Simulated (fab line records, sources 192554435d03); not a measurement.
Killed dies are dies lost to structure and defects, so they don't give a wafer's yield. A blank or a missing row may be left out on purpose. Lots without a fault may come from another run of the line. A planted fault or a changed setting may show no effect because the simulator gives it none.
Chamber matching | flow n5_finfet | N5_DUMMY_REMOVAL_STRIP_10 on rie_diel-06: 4 sister chambers
The step strips in N2/H2, time 40 s. 8 wafers are shown with their chamber, then 11 later ones without.

WAFERS WITH THEIR CHAMBER
wafer  | chamber | drypump_motor_current_A (A) | showerhead_plenum_p_Torr (Torr)
L075.1 | 1       | 5.9                         | 3.35
L077.5 | 1       | 5.9                         | 3.34
L085.1 | 3       | 5.8                         | 3.46
L085.3 | 0       | 5.8                         | 3.48
L085.4 | 2       | 5.3                         | 3.42
L085.5 | 3       | 5.8                         | 3.46
L085.6 | 0       | 5.8                         | 3.48
L086.3 | 2       | 5.2                         | 3.42

WAFERS WITHOUT THEIR CHAMBER
wafer  | drypump_motor_current_A (A) | showerhead_plenum_p_Torr (Torr)
L086.4 | 5.2                         | 3.42
L086.5 | 5.8                         | 3.48
L095.2 | 5.9                         | 3.33
L095.5 | 5.8                         | 3.45
L095.6 | 5.8                         | 3.47
L096.1 | 5.2                         | 3.41
L096.2 | 5.8                         | 3.47
L096.3 | 5.8                         | 3.45
L097.1 | 5.8                         | 3.45
L097.2 | 5.8                         | 3.47
L097.4 | 5.2                         | 3.41

WHICH CHAMBER EACH WENT THROUGH
wafer  | from the rows above     | in truth
L086.4 | 2                       | 2
L086.5 | 0                       | 0
L095.2 | 1                       | 1
L095.5 | 3                       | 3
L095.6 | can't be placed: 0 or 3 | 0
L096.1 | 2                       | 2
L096.2 | can't be placed: 0 or 3 | 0
L096.3 | 3                       | 3
L097.1 | 3                       | 3
L097.2 | can't be placed: 0 or 3 | 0
L097.4 | 2                       | 2
Placed correctly: 8 of 11. Can't be placed from these rows: 3 (the true chamber is among the candidates in 3). Placed wrongly: 0.
How it was worked out, from the rows above alone: a wafer's distance from a chamber is the root of the sum, over the readings, of the square of ((its reading less the chamber's mean) divided by the reading's scatter). The wafer belongs to the nearest chamber; if the next one is less than 2 further off, it can't be placed. A chamber's mean is the mean of its shown wafers. The scatter: the root of (the sum of the squares of (reading less its chamber's mean) over the shown wafers, divided by (wafers less chambers)).
